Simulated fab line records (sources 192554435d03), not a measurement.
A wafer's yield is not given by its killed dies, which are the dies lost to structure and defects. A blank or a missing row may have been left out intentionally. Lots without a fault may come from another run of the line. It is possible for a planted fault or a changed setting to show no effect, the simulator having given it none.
fab line records	flow n5Finfet
[record] lots = 24	wafers = 72	lastDay = 20
route steps=1938 shown FIN_SAQP@95 STI_FIN_REVEAL@187
lots that met no fault: from a run of the same line without faults
startH: hours from the record's opening day to when the first of the lot's shown wafers began	waitH: hours from the lot's prior step to this one	" repeats the value in the row above	L1.1+2: a row that stands for several wafers	- either no value or no given start	* or withheld: withheld	< > ~ a bound
route shown NAME@n: NAME is a module with steps in the file, n the number in the route of the first one	usual: mean/standard deviation of fault-free wafers	same: alike in all rows	chamber/n: place in a boat	sites: each site's reading	_std_site: their standard deviation	_edge_site: the outer-site mean with the inner-site mean subtracted	radiusMm: for every site, how far away it sits from the centre of the wafer	mask NAME#n: copy n	behind: the tool/chamber that last shaped the wafer	hold: reason for holding the lot/hours on hold/outcome of the hold	device: which transistor (n, p or np) failed to switch	end of line: the route-end tests of the same wafers	a step without rows: its recipe alone	killed: dies that structure and defects cost at the first sort, which is not the same as the wafer's yield	map: the dies of a wafer, with x for killed, . for not killed, _ for no die there
set.NAME: the setting as run; set.NAME@STEP: as run at that earlier step	model.NAME: the simulator's own value behind a step, which no gauge read
a sample of lots followed through the steps of the route, with each step as a table and each wafer as a row
services: from which hour (startH, from the record's first day; less than 0 if before it) a tool's chamber was out of use, for how many hours, and why
[[steps]]
[step N5_FIN_SAQP_DENSIFY_62]
[recipe] tempC = 700	timeS = 60	ambient = N2	idleTempC = 600	rampUpCPerS = 150	rampDownCPerS = 60	coolToC = 600
[usual] lampPowerPct = 9.85/0.05	lamp_zone_3_pct = 9.844/0.01	lamp_zone_5_pct = 9.845/0.0099	wafer_temp_C_max = 703.3/0.64
lot.wafer	tool	chamber	startH	waitH	lampPowerPct	lamp_zone_3_pct	lamp_zone_5_pct	wafer_temp_C_max
L074.2	rtpAnneal-01	0	21.98	0.2	9.72	9.837	9.850	703.3
L074.5	"	0	"	"	9.89	9.836	9.847	703.5
L074.6	"	0	"	"	9.85	9.836	9.852	704.9
L075.2	rtpAnneal-02	0	29.09	0.2	9.88	9.839	9.856	703.9
L075.3	"	0	"	"	9.92	9.847	9.845	702.8
L075.4	"	0	"	"	9.85	9.837	9.849	703.3
L076.1	rtpAnneal-02	0	33.56	0.1	9.88	9.850	9.835	702.6
L076.2	"	0	"	"	9.82	9.845	9.862	702.6
L076.4	"	0	"	"	9.85	9.852	9.835	703.2
L077.1	rtpAnneal-01	0	38.17	0.1	9.96	9.850	9.839	702.9
L077.2	"	0	"	"	9.90	9.847	9.845	704.0
L077.5	"	0	"	"	9.90	9.848	9.845	702.5
L078.1	rtpAnneal-02	0	44.35	0.1	9.79	9.852	9.845	703.7
L078.3	"	0	"	"	9.81	9.862	9.849	703.6
L078.5	"	0	"	"	9.86	9.865	9.856	703.1
L079.3	rtpAnneal-02	0	50.27	0.2	9.83	9.839	9.850	703.4
L079.5	"	0	"	"	9.87	9.845	9.838	703.6
L079.6	"	0	"	"	9.87	9.845	9.847	702.9
L080.3	rtpAnneal-01	0	56.64	0.2	9.86	9.832	9.860	703.0
L080.5	"	0	"	"	9.87	9.846	9.869	702.5
L080.6	"	0	"	"	9.85	9.838	9.835	703.5
L081.1	rtpAnneal-02	0	62.71	0.1	9.88	9.840	9.846	703.3
L081.3	"	0	"	"	9.81	9.839	9.830	703.5
L081.6	"	0	"	"	9.84	9.832	9.847	702.5
L082.1	rtpAnneal-01	0	68.22	0.1	9.94	9.844	9.849	703.3
L082.3	"	0	"	"	9.87	9.840	9.836	702.9
L082.4	"	0	"	"	9.87	9.837	9.850	704.0
L083.1	rtpAnneal-02	0	75.70	0.2	9.85	9.848	9.843	704.4
L083.4	"	0	"	"	9.93	9.857	9.839	703.5
L083.6	"	0	"	"	9.93	9.846	9.835	702.4
L084.1	rtpAnneal-01	0	80.43	0.1	9.71	9.834	9.845	704.0
L084.2	"	0	"	"	9.85	9.834	9.845	703.3
L084.4	"	0	"	"	9.85	9.869	9.860	702.0
L085.2	rtpAnneal-01	0	86.45	0.1	9.70	9.836	9.831	703.0
L085.3	"	0	"	"	9.82	9.851	9.848	703.5
L085.6	"	0	"	"	9.83	9.853	9.843	703.1
L086.1	rtpAnneal-02	0	92.76	0.1	9.89	9.827	9.840	702.9
L086.4	"	0	"	"	9.92	9.831	9.842	703.7
L086.6	"	0	"	"	9.93	9.846	9.851	703.3
L087.2	rtpAnneal-01	0	98.65	0.3	9.88	9.859	9.847	703.7
L087.3	"	0	"	"	9.91	9.854	9.844	702.9
L087.5	"	0	"	"	9.78	9.852	9.857	702.5
L088.2	rtpAnneal-01	0	104.49	0.1	9.91	9.836	9.850	702.6
L088.4	"	0	"	"	9.84	9.839	9.845	702.5
L088.5	"	0	"	"	9.84	9.832	9.837	703.3
L089.2	rtpAnneal-01	0	110.61	0.3	9.84	9.858	9.830	702.5
L089.4	"	0	"	"	9.85	9.838	9.842	703.3
L089.5	"	0	"	"	9.90	9.838	9.855	702.6
L090.1	rtpAnneal-01	0	116.71	0.1	9.73	9.829	9.843	703.4
L090.4	"	0	"	"	9.90	9.852	9.849	703.3
L090.5	"	0	"	"	9.83	9.838	9.841	703.4
L091.1	rtpAnneal-01	0	122.25	0.1	9.87	9.862	9.831	703.9
L091.4	"	0	"	"	9.86	9.860	9.842	704.8
L091.6	"	0	"	"	9.87	9.851	9.843	703.2
L092.1	rtpAnneal-02	0	128.87	0.1	9.89	9.834	9.856	703.3
L092.2	"	0	"	"	9.80	9.873	9.827	703.2
L092.5	"	0	"	"	9.93	9.842	9.835	702.6
L093.1	rtpAnneal-01	0	134.77	0.2	9.84	9.836	9.830	702.5
L093.3	"	0	"	"	9.85	9.851	9.825	702.9
L093.5	"	0	"	"	9.83	9.849	9.846	702.6
L094.1	rtpAnneal-01	0	141.98	0.1	9.79	9.857	9.844	704.0
L094.4	"	0	"	"	9.91	9.852	9.846	703.9
L094.5	"	0	"	"	9.85	9.842	9.855	702.3
L095.1	rtpAnneal-02	0	148.87	0.1	9.81	9.824	9.839	703.2
L095.2	"	0	"	"	9.91	9.830	9.849	703.3
L095.4	"	0	"	"	9.87	9.840	9.828	703.7
L096.1	rtpAnneal-02	0	152.84	0.1	9.90	9.846	9.850	703.4
L096.2	"	0	"	"	9.81	9.839	9.836	703.6
L096.3	"	0	"	"	9.82	9.849	9.849	703.3
L097.4	rtpAnneal-01	0	159.53	0.2	9.83	9.828	9.831	702.8
L097.5	"	0	"	"	9.80	9.838	9.870	702.4
L097.6	"	0	"	"	9.88	9.846	9.844	703.7
[step N5_FIN_SAQP_HM_DEP_03]
[recipe] material = SiNx	targetThkA = 380	tempC = 400	precursor = SiH4/NH3/N2	pressureTorr = 1.5	rfW = 300	timeS = 33.6
[usual] heaterPowerW = 754/100	showerheadPlenumPTorr = 5.13/0.093	throttleValvePct = 39.6/1.5
lot.wafer	tool	chamber	startH	waitH	heaterPowerW	showerheadPlenumPTorr	sinceWetCleanH	throttleValvePct
L074.2	pecvd-03	1	22.16	0.2	850	5.04	1270	41.0
L074.5	"	1	"	"	841	5.06	-	41.2
L074.6	"	2	"	"	816	5.06	-	40.8
L075.2	pecvd-01	0	29.28	0.2	823	5.10	1096	42.1
L075.3	"	2	"	"	941	5.06	342	38.7
L075.4	"	1	"	"	657	4.98	-	39.1
L076.1	pecvd-01	2	33.77	0.2	923	5.06	346	38.4
L076.2	"	1	"	"	676	5.00	1825	39.1
L076.4	"	1	"	"	673	5.00	-	39.2
L077.1	pecvd-02	0	38.38	0.2	621	5.31	742	38.4
L077.2	"	1	"	"	753	5.14	1467	39.2
L077.5	"	0	"	"	614	5.30	-	38.4
L078.1	pecvd-02	0	44.57	0.2	567	5.31	748	38.5
L078.3	"	0	"	"	565	5.30	-	38.7
L078.5	"	0	"	"	584	5.29	-	38.8
L079.3	pecvd-02	1	50.48	0.2	757	5.12	-	39.5
L079.5	"	1	"	"	748	5.15	-	39.3
L079.6	"	1	"	"	768	5.15	-	39.6
L080.3	pecvd-02	1	56.82	0.2	690	5.14	-	39.3
L080.5	"	0	"	"	622	5.30	-	38.6
L080.6	"	1	"	"	705	5.15	-	39.7
L081.1	pecvd-03	1	62.93	0.2	889	5.05	1311	41.3
L081.3	"	2	"	"	707	5.06	2036	40.8
L081.6	"	0	"	"	751	5.18	-	40.3
L082.1	pecvd-03	2	68.44	0.2	822	5.05	2041	40.6
L082.3	"	0	"	"	800	5.15	591	40.3
L082.4	"	1	"	"	857	5.05	-	41.3
L083.1	pecvd-02	0	75.92	0.2	633	5.31	780	38.5
L083.4	"	2	"	"	724	5.06	-	36.7
L083.6	"	0	"	"	642	5.30	-	38.6
L084.1	pecvd-02	1	80.64	0.2	634	5.14	1510	39.5
L084.2	"	2	"	"	665	5.07	17	36.9
L084.4	"	1	"	"	647	5.14	-	39.5
L085.2	pecvd-01	2	86.64	0.2	958	5.07	399	38.8
L085.3	"	0	"	"	728	5.11	-	42.2
L085.6	"	2	"	"	965	5.07	-	39.0
L086.1	pecvd-03	0	92.98	0.2	876	5.17	616	40.4
L086.4	"	2	"	"	812	5.07	-	40.5
L086.6	"	2	"	"	826	5.07	-	41.0
L087.2	pecvd-02	1	98.84	0.2	634	5.13	1528	39.4
L087.3	"	2	"	"	755	5.09	35	36.9
L087.5	"	0	"	"	650	5.29	-	38.7
L088.2	pecvd-01	2	104.68	0.2	972	5.04	417	38.9
L088.4	"	1	"	"	650	4.99	-	39.2
L088.5	"	0	"	"	747	5.10	-	41.9
L089.2	pecvd-03	1	110.79	0.2	849	5.03	1358	40.9
L089.4	"	0	"	"	827	5.17	-	40.7
L089.5	"	1	"	"	834	5.04	-	41.1
L090.1	pecvd-03	1	116.93	0.2	890	5.04	1365	41.0
L090.4	"	2	"	"	829	5.05	-	41.1
L090.5	"	0	"	"	767	5.16	-	40.8
L091.1	pecvd-03	2	122.47	0.2	802	5.07	2095	40.7
L091.4	"	1	"	"	878	5.05	-	41.3
L091.6	"	2	"	"	810	5.08	-	40.8
L092.1	pecvd-02	2	129.08	0.2	710	5.08	65	36.7
L092.2	"	1	"	"	779	5.14	1558	39.7
L092.5	"	2	"	"	725	5.07	-	36.8
L093.1	pecvd-02	0	134.99	0.2	667	5.30	839	38.7
L093.3	"	0	"	"	664	5.29	-	39.0
L093.5	"	0	"	"	646	5.30	-	38.8
L094.1	pecvd-02	0	142.21	0.2	550	5.31	846	38.9
L094.4	"	2	"	"	804	5.08	-	36.8
L094.5	"	0	"	"	548	5.30	-	38.9
L095.1	pecvd-03	0	149.08	0.2	909	5.17	672	40.6
L095.2	"	2	"	"	694	5.07	2122	40.9
L095.4	"	2	"	"	721	5.06	-	40.8
L096.1	pecvd-03	2	153.06	0.2	784	5.06	2126	40.6
L096.2	"	0	"	"	903	5.17	676	40.4
L096.3	"	2	"	"	794	5.06	-	40.8
L097.4	pecvd-02	0	159.68	0.1	639	5.31	-	38.8
L097.5	"	0	"	"	637	5.30	-	39.0
L097.6	"	2	"	"	776	5.08	-	36.9
[step N5_FIN_SAQP_PECVD_06]
[recipe] material = a-Si	targetThkA = 600	tempC = 400	precursor = SiH4/He	pressureTorr = 3	rfW = 100	timeS = 48.1
[usual] heaterPowerW = 848/100	showerheadPlenumPTorr = 5.64/0.054	throttleValvePct = 18.5/0.82
lot.wafer	tool	chamber	startH	waitH	heaterPowerW	showerheadPlenumPTorr	sinceWetCleanH	throttleValvePct
L074.2	pecvd-02	0	22.43	0.0	654	5.79	726	17.4
L074.5	"	2	"	"	743	5.63	-	20.8
L074.6	"	0	"	"	668	5.78	-	17.7
L075.2	pecvd-02	2	29.52	0.0	753	5.63	2183	20.8
L075.3	"	2	"	"	757	5.63	-	20.8
L075.4	"	0	"	"	679	5.78	-	17.4
L076.1	pecvd-02	2	34.02	0.0	864	5.62	2188	20.8
L076.2	"	1	"	"	760	5.67	1463	17.9
L076.4	"	2	"	"	869	5.64	-	20.5
L077.1	pecvd-03	1	38.62	0.0	882	5.60	1286	18.9
L077.2	"	0	"	"	889	5.69	561	18.4
L077.5	"	2	"	"	859	5.60	-	18.8
L078.1	pecvd-01	2	44.80	0.0	1006	5.61	357	17.6
L078.3	"	1	"	"	750	5.56	1836	18.0
L078.5	"	2	"	"	1039	5.61	-	17.5
L079.3	pecvd-01	2	50.81	0.0	940	5.59	-	17.7
L079.5	"	2	"	"	953	5.61	-	17.8
L079.6	"	0	"	"	877	5.62	-	19.0
L080.3	pecvd-01	2	57.10	0.0	991	5.59	-	17.6
L080.5	"	2	"	"	979	5.62	-	17.6
L080.6	"	0	"	"	778	5.64	-	19.3
L081.1	pecvd-01	2	63.17	0.0	919	5.61	376	17.8
L081.3	"	2	"	"	892	5.61	-	17.6
L081.6	"	2	"	"	927	5.60	-	17.5
L082.1	pecvd-02	1	68.65	0.0	728	5.67	1498	18.0
L082.3	"	0	"	"	602	5.79	773	17.7
L082.4	"	1	"	"	728	5.66	-	18.1
L083.1	pecvd-03	1	76.15	0.0	958	5.60	1324	18.6
L083.4	"	1	"	"	960	5.60	-	18.7
L083.6	"	0	"	"	935	5.68	-	18.6
L084.1	pecvd-03	2	80.89	0.0	803	5.62	2054	18.5
L084.2	"	0	"	"	832	5.69	604	18.2
L084.4	"	0	"	"	832	5.69	-	18.6
L085.2	pecvd-03	2	86.92	0.0	838	5.62	2060	18.5
L085.3	"	0	"	"	965	5.69	-	18.2
L085.6	"	2	"	"	848	5.62	-	18.6
L086.1	pecvd-01	0	93.21	0.0	798	5.64	1160	19.1
L086.4	"	2	"	"	947	5.61	-	17.6
L086.6	"	1	"	"	745	5.57	-	17.8
L087.2	pecvd-03	1	99.05	0.0	913	5.59	1347	18.8
L087.3	"	0	"	"	858	5.70	622	18.5
L087.5	"	1	"	"	916	5.59	-	18.8
L088.2	pecvd-02	0	104.88	0.0	715	5.79	809	17.6
L088.4	"	0	"	"	595	5.80	-	17.7
L088.5	"	1	"	"	821	5.68	-	17.6
L089.2	pecvd-01	1	111.02	0.0	761	5.58	1902	17.7
L089.4	"	1	"	"	646	5.55	-	17.8
L089.5	"	2	"	"	1020	5.61	-	18.2
L090.1	pecvd-03	0	117.13	0.0	971	5.67	640	18.2
L090.4	"	1	"	"	886	5.60	-	18.6
L090.5	"	2	"	"	873	5.61	-	18.6
L091.1	pecvd-01	1	122.67	0.0	755	5.57	1914	18.0
L091.4	"	1	"	"	740	5.56	-	17.9
L091.6	"	0	"	"	823	5.64	-	19.2
L092.1	pecvd-03	1	129.28	0.0	932	5.59	1377	18.9
L092.2	"	2	"	"	873	5.61	2102	18.7
L092.5	"	1	"	"	945	5.60	-	18.8
L093.1	pecvd-01	1	135.22	0.0	720	5.56	1927	17.9
L093.3	"	0	"	"	879	5.65	1202	19.1
L093.5	"	0	"	"	868	5.63	-	19.3
L094.1	pecvd-03	0	142.44	0.0	976	5.69	665	18.2
L094.4	"	0	"	"	985	5.68	-	18.3
L094.5	"	2	"	"	833	5.61	-	18.2
L095.1	pecvd-01	0	149.31	0.0	764	5.64	1216	19.0
L095.2	"	2	"	"	987	5.61	462	17.6
L095.4	"	0	"	"	764	5.66	-	19.3
L096.1	pecvd-03	0	153.33	0.0	943	5.67	676	18.6
L096.2	"	2	"	"	767	5.62	2126	18.4
L096.3	"	0	"	"	932	5.69	-	18.6
L097.4	pecvd-03	1	159.91	0.0	897	5.59	-	18.5
L097.5	"	0	"	"	927	5.67	-	18.6
L097.6	"	2	"	"	900	5.61	-	18.5
[step N5_FIN_SAQP_OCD_MEAS_76]
[usual] trenchDepthNm = 120.0/1.3
lot.wafer	tool	chamber	startH	waitH	trenchDepthNm
L074.2	ocd-02	-	27.36	0.0	117.6
L074.5	"	-	"	"	118.0
L074.6	"	-	"	"	119.0
L075.2	ocd-01	-	34.77	0.0	121.3
L075.3	"	-	"	"	122.1
L075.4	"	-	"	"	120.4
L076.1	ocd-01	-	39.40	0.0	120.4
L076.2	"	-	"	"	119.7
L076.4	"	-	"	"	119.4
L077.1	ocd-02	-	44.19	0.0	121.0
L077.2	"	-	"	"	121.0
L077.5	"	-	"	"	121.0
L078.1	ocd-01	-	50.82	0.0	119.9
L078.3	"	-	"	"	119.8
L078.5	"	-	"	"	119.6
L079.3	ocd-01	-	56.38	0.0	121.7
L079.5	"	-	"	"	118.8
L079.6	"	-	"	"	121.3
L080.3	ocd-02	-	61.77	0.0	117.9
L080.5	"	-	"	"	119.7
L080.6	"	-	"	"	117.2
L081.1	ocd-01	-	69.41	0.0	116.8
L081.3	"	-	"	"	118.0
L081.6	"	-	"	"	118.6
L082.1	ocd-01	-	74.87	0.0	119.1
L082.3	"	-	"	"	120.9
L082.4	"	-	"	"	122.0
L083.1	ocd-02	-	82.23	0.0	120.1
L083.4	"	-	"	"	120.1
L083.6	"	-	"	"	118.5
L084.1	ocd-02	-	86.09	0.0	120.4
L084.2	"	-	"	"	119.5
L084.4	"	-	"	"	118.4
L085.2	ocd-01	-	92.59	0.0	122.8
L085.3	"	-	"	"	122.2
L085.6	"	-	"	"	119.6
L086.1	ocd-01	-	102.91	0.0	119.3
L086.4	"	-	"	"	120.7
L086.6	"	-	"	"	119.6
L087.2	ocd-02	-	105.24	0.0	118.3
L087.3	"	-	"	"	119.2
L087.5	"	-	"	"	118.4
L088.2	ocd-02	-	109.86	0.0	119.6
L088.4	"	-	"	"	119.8
L088.5	"	-	"	"	119.2
L089.2	ocd-01	-	116.35	0.0	120.5
L089.4	"	-	"	"	120.2
L089.5	"	-	"	"	119.9
L090.1	ocd-02	-	122.34	0.0	120.1
L090.4	"	-	"	"	118.8
L090.5	"	-	"	"	120.7
L091.1	ocd-01	-	128.03	0.0	121.1
L091.4	"	-	"	"	118.7
L091.6	"	-	"	"	122.8
L092.1	ocd-01	-	134.71	0.0	118.4
L092.2	"	-	"	"	120.2
L092.5	"	-	"	"	118.8
L093.1	ocd-02	-	142.34	0.0	120.6
L093.3	"	-	"	"	117.6
L093.5	"	-	"	"	119.2
L094.1	ocd-01	-	147.90	0.0	120.4
L094.4	"	-	"	"	119.9
L094.5	"	-	"	"	118.1
L095.1	ocd-02	-	155.45	0.0	120.5
L095.2	"	-	"	"	120.1
L095.4	"	-	"	"	119.5
L096.1	ocd-01	-	158.19	0.0	123.1
L096.2	"	-	"	"	120.9
L096.3	"	-	"	"	121.1
L097.4	ocd-01	-	165.11	0.0	120.3
L097.5	"	-	"	"	121.0
L097.6	"	-	"	"	118.1
[step N5_STI_FIN_REVEAL_CMP_04]
[recipe] stopOn = Si3N4	tOverpolishS = 4	downForcePsi = 2	platenRpm = 54.18	postCmpClean = alkalineBrush	padVelocityMS = 1.078	targetThkNm = 131.83
[usual] motorCurrentA = 8.4/1.1	overpolishRunS = 4.001/0.0084	platenRpm = 54.18/0.036	timeToEndpointS = 105/3.9
lot.wafer	tool	chamber	startH	waitH	motorCurrentA	overpolishRunS	platenRpm	timeToEndpointS
L074.2	cmp-02	1	34.08	0.0	8.0	4.006	54.18	101
L074.5	"	1	"	"	7.9	4.000	54.15	104
L074.6	"	2	"	"	7.8	4.000	54.14	100
L075.3	cmp-04	0	41.88	0.0	8.2	3.989	54.17	100
L075.2	"	1	"	"	8.3	4.001	54.18	103
L075.4	"	2	"	"	7.6	4.007	54.18	107
L076.4	cmp-04	2	47.46	0.0	7.7	4.018	54.10	98
L076.2	"	3	"	"	8.4	4.000	54.18	99
L076.1	"	0	"	"	8.2	4.005	54.21	100
L077.1	cmp-03	1	52.16	0.0	12.1	3.992	54.11	100
L077.2	"	3	"	"	9.1	3.997	54.15	101
L077.5	"	2	"	"	8.5	3.996	54.18	99
L078.1	cmp-02	1	57.53	0.1	7.9	3.993	54.19	103
L078.3	"	2	"	"	7.4	3.990	54.25	104
L078.5	"	2	"	"	7.9	3.999	54.26	105
L079.3	cmp-04	0	63.32	0.1	8.1	3.991	54.19	101
L079.6	"	2	"	"	7.8	4.010	54.18	106
L079.5	"	3	"	"	8.7	3.999	54.17	103
L080.3	cmp-03	0	68.53	0.1	8.8	4.005	54.19	105
L080.6	"	1	"	"	11.8	4.001	54.16	106
L080.5	"	2	"	"	8.5	3.985	54.20	102
L081.1	cmp-04	3	77.07	0.1	8.4	4.006	54.16	109
L081.3	"	1	"	"	8.2	4.002	54.16	106
L081.6	"	3	"	"	8.6	4.005	54.18	106
L082.4	cmp-02	3	81.36	0.0	7.6	4.006	54.18	102
L082.3	"	1	"	"	7.8	3.995	54.21	100
L082.1	"	2	"	"	7.5	4.004	54.17	100
L083.1	cmp-04	1	88.97	0.0	8.8	3.997	54.18	104
L083.4	"	0	"	"	7.6	4.014	54.16	106
L083.6	"	2	"	"	8.0	4.002	54.25	107
L084.4	cmp-02	3	93.40	0.0	7.3	4.012	54.11	103
L084.1	"	0	"	"	7.9	3.997	54.17	103
L084.2	"	1	"	"	8.1	4.008	54.26	102
L085.3	cmp-03	1	99.41	0.1	11.5	3.992	54.20	105
L085.2	"	3	"	"	9.3	4.005	54.13	107
L085.6	"	1	"	"	11.7	4.007	54.19	110
L086.1	cmp-03	0	109.73	0.0	8.8	4.012	54.18	106
L086.4	"	1	"	"	10.8	3.987	54.18	107
L086.6	"	0	"	"	8.6	3.995	54.17	103
L087.2	cmp-03	0	111.85	0.1	8.6	4.007	54.19	106
L087.3	"	1	"	"	11.6	3.997	54.22	107
L087.5	"	3	"	"	8.9	3.977	54.12	108
L088.2	cmp-04	3	116.65	0.1	8.4	3.986	54.15	102
L088.4	"	1	"	"	8.6	3.997	54.20	104
L088.5	"	2	"	"	7.8	3.999	54.20	105
L089.4	cmp-02	1	124.04	0.1	8.1	4.003	54.14	97
L089.2	"	2	"	"	7.6	4.017	54.21	100
L089.5	"	3	"	"	7.1	3.993	54.14	101
L090.1	cmp-02	3	128.86	0.0	7.3	4.005	54.23	103
L090.4	"	2	"	"	7.8	4.011	54.19	106
L090.5	"	0	"	"	7.9	4.004	54.20	105
L091.4	cmp-04	1	134.74	0.1	8.2	4.010	54.26	103
L091.1	"	2	"	"	7.7	4.006	54.17	103
L091.6	"	3	"	"	8.3	4.010	54.19	100
L092.1	cmp-03	0	141.48	0.1	9.2	3.998	54.18	113
L092.2	"	1	"	"	11.9	3.995	54.14	107
L092.5	"	0	"	"	9.0	3.993	54.19	107
L093.3	cmp-02	2	148.96	0.1	8.1	3.992	54.18	107
L093.1	"	3	"	"	7.7	3.996	54.17	104
L093.5	"	1	"	"	7.5	4.007	54.22	104
L094.4	cmp-03	1	173.07	0.1	11.8	3.990	54.19	111
L094.1	"	2	"	"	7.9	3.996	54.15	111
L094.5	"	2	"	"	8.2	4.003	54.11	109
L095.1	cmp-02	2	175.48	0.0	8.1	4.006	54.24	102
L095.2	"	3	"	"	7.1	3.996	54.13	112
L095.4	"	0	"	"	7.8	3.991	54.20	107
L096.2	cmp-02	3	176.92	0.1	7.6	3.999	54.13	102
L096.1	"	0	"	"	8.0	4.000	54.19	101
L096.3	"	1	"	"	8.0	3.999	54.16	106
L097.4	cmp-03	1	177.24	0.1	12.1	4.014	54.18	112
L097.5	"	3	"	"	9.0	3.993	54.20	112
L097.6	"	0	"	"	8.7	3.991	54.20	115
[step N5_STI_FIN_REVEAL_DENSIFY_30]
[recipe] tempC = *	timeS = *	ambient = N2	idleTempC = 600	rampUpCPerS = 150	rampDownCPerS = 60	coolToC = 600
[usual] lampPowerPct = 11.53/0.055	lamp_zone_3_pct = 11.527/0.017	lamp_zone_5_pct = 11.533/0.019	wafer_temp_C_max = *
lot.wafer	tool	chamber	startH	waitH	lampPowerPct	lamp_zone_3_pct	lamp_zone_5_pct	wafer_temp_C_max
L074.2	rtpAnneal-01	0	34.43	0.1	11.55	11.540	11.544	*
L074.5	"	0	"	"	11.58	11.523	11.523	*
L074.6	"	0	"	"	11.48	11.532	11.533	*
L075.2	rtpAnneal-02	0	42.38	0.2	11.66	11.536	11.531	*
L075.3	"	0	"	"	11.53	11.530	11.546	*
L075.4	"	0	"	"	11.51	11.522	11.537	*
L076.1	rtpAnneal-02	0	47.79	0.0	11.52	11.546	11.544	*
L076.2	"	0	"	"	11.56	11.519	11.555	*
L076.4	"	0	"	"	11.50	11.531	11.547	*
L077.1	rtpAnneal-01	0	52.49	0.0	11.60	11.519	11.524	*
L077.2	"	0	"	"	11.55	11.509	11.542	*
L077.5	"	0	"	"	11.43	11.538	11.503	*
L078.1	rtpAnneal-01	0	57.85	0.0	11.64	11.532	11.511	*
L078.3	"	0	"	"	11.54	11.518	11.523	*
L078.5	"	0	"	"	11.48	11.543	11.535	*
L079.3	rtpAnneal-02	0	63.63	0.1	11.50	11.533	11.575	*
L079.5	"	0	"	"	11.55	11.532	11.504	*
L079.6	"	0	"	"	11.59	11.544	11.524	*
L080.3	rtpAnneal-02	0	68.80	0.1	11.49	11.536	11.532	*
L080.5	"	0	"	"	11.44	11.536	11.570	*
L080.6	"	0	"	"	11.50	11.523	11.518	*
L081.1	rtpAnneal-01	0	77.36	0.0	11.48	11.519	11.558	*
L081.3	"	0	"	"	11.47	11.521	11.521	*
L081.6	"	0	"	"	11.53	11.523	11.520	*
L082.1	rtpAnneal-02	0	81.75	0.1	11.50	11.537	11.522	*
L082.3	"	0	"	"	11.53	11.495	11.551	*
L082.4	"	0	"	"	11.54	11.513	11.538	*
L083.1	rtpAnneal-01	0	89.30	0.0	11.58	11.518	11.532	*
L083.4	"	0	"	"	11.47	11.494	11.543	*
L083.6	"	0	"	"	11.60	11.501	11.510	*
L084.1	rtpAnneal-02	0	93.72	0.0	11.57	11.577	11.520	*
L084.2	"	0	"	"	11.52	11.517	11.520	*
L084.4	"	0	"	"	11.60	11.531	11.503	*
L085.2	rtpAnneal-02	0	99.88	0.2	11.55	11.548	11.542	*
L085.3	"	0	"	"	11.59	11.514	11.552	*
L085.6	"	0	"	"	11.49	11.531	11.547	*
L086.1	rtpAnneal-02	0	110.08	0.1	11.65	11.512	11.516	*
L086.4	"	0	"	"	11.59	11.519	11.561	*
L086.6	"	0	"	"	11.42	11.515	11.540	*
L087.2	rtpAnneal-02	0	112.17	0.1	11.60	11.525	11.547	*
L087.3	"	0	"	"	11.61	11.523	11.511	*
L087.5	"	0	"	"	11.53	11.521	11.521	*
L088.2	rtpAnneal-02	0	116.97	0.1	11.47	11.549	11.550	*
L088.4	"	0	"	"	11.56	11.539	11.549	*
L088.5	"	0	"	"	11.54	11.535	11.486	*
L089.2	rtpAnneal-02	0	124.42	0.2	11.48	11.513	11.502	*
L089.4	"	0	"	"	11.46	11.537	11.489	*
L089.5	"	0	"	"	11.52	11.543	11.585	*
L090.1	rtpAnneal-02	0	129.18	0.0	11.59	11.552	11.528	*
L090.4	"	0	"	"	11.45	11.518	11.562	*
L090.5	"	0	"	"	11.47	11.501	11.544	*
L091.1	rtpAnneal-02	0	134.98	0.0	11.37	11.562	11.526	*
L091.4	"	0	"	"	11.51	11.513	11.540	*
L091.6	"	0	"	"	11.57	11.529	11.523	*
L092.1	rtpAnneal-01	0	141.80	0.1	11.54	11.549	11.559	*
L092.2	"	0	"	"	11.46	11.543	11.523	*
L092.5	"	0	"	"	11.49	11.527	11.520	*
L093.1	rtpAnneal-01	0	149.25	0.0	11.64	11.506	11.552	*
L093.3	"	0	"	"	11.56	11.527	11.543	*
L093.5	"	0	"	"	11.47	11.529	11.532	*
L094.1	rtpAnneal-02	0	173.39	0.0	11.52	11.521	11.535	*
L094.4	"	0	"	"	11.63	11.488	11.533	*
L094.5	"	0	"	"	11.51	11.534	11.517	*
L095.1	rtpAnneal-01	0	175.80	0.0	11.55	11.531	11.554	*
L095.2	"	0	"	"	11.60	11.558	11.516	*
L095.4	"	0	"	"	11.49	11.471	11.529	*
L096.1	rtpAnneal-01	0	177.20	0.0	11.42	11.507	11.519	*
L096.2	"	0	"	"	11.57	11.540	11.533	*
L096.3	"	0	"	"	11.60	11.522	11.539	*
L097.4	rtpAnneal-01	0	177.58	0.1	11.52	11.512	11.542	*
L097.5	"	0	"	"	11.61	11.531	11.552	*
L097.6	"	0	"	"	11.49	11.536	11.542	*
[[services]]
tool	chamber	startH	hours	kind
cmp-03	-	-0.56	0.6	repair
pecvd-03	0	-0.14	2.1	scheduledDown
pecvd-02	1	2.12	28.4	repair
rtpAnneal-02	-	13.46	15.6	pm
pecvd-03	0	20.23	5.5	scheduledDown
cmp-02	-	27.52	2.2	repair
cmp-02	-	30.96	0.8	repair
pecvd-01	1	48.63	39.2	repair
cmp-04	-	57.42	1.7	repair
cmp-02	-	57.75	4.0	pm
cmp-02	-	63.96	4.0	pm
pecvd-01	0	65.39	4.7	repair
cmp-03	-	71.34	5.1	pm
cmp-02	-	77.75	3.5	repair
pecvd-03	1	80.75	12.3	repair
pecvd-01	0	81.22	3.8	repair
cmp-04	-	123.36	5.2	pm
pecvd-02	1	133.62	50.0	repair
cmp-04	-	136.81	1.7	repair
cmp-03	-	146.79	0.3	repair
pecvd-03	1	146.92	6.6	repair
cmp-04	-	149.20	4.0	pm
cmp-02	-	160.77	1.0	repair
pecvd-02	0	169.29	4.4	repair
[[key]]
fault none
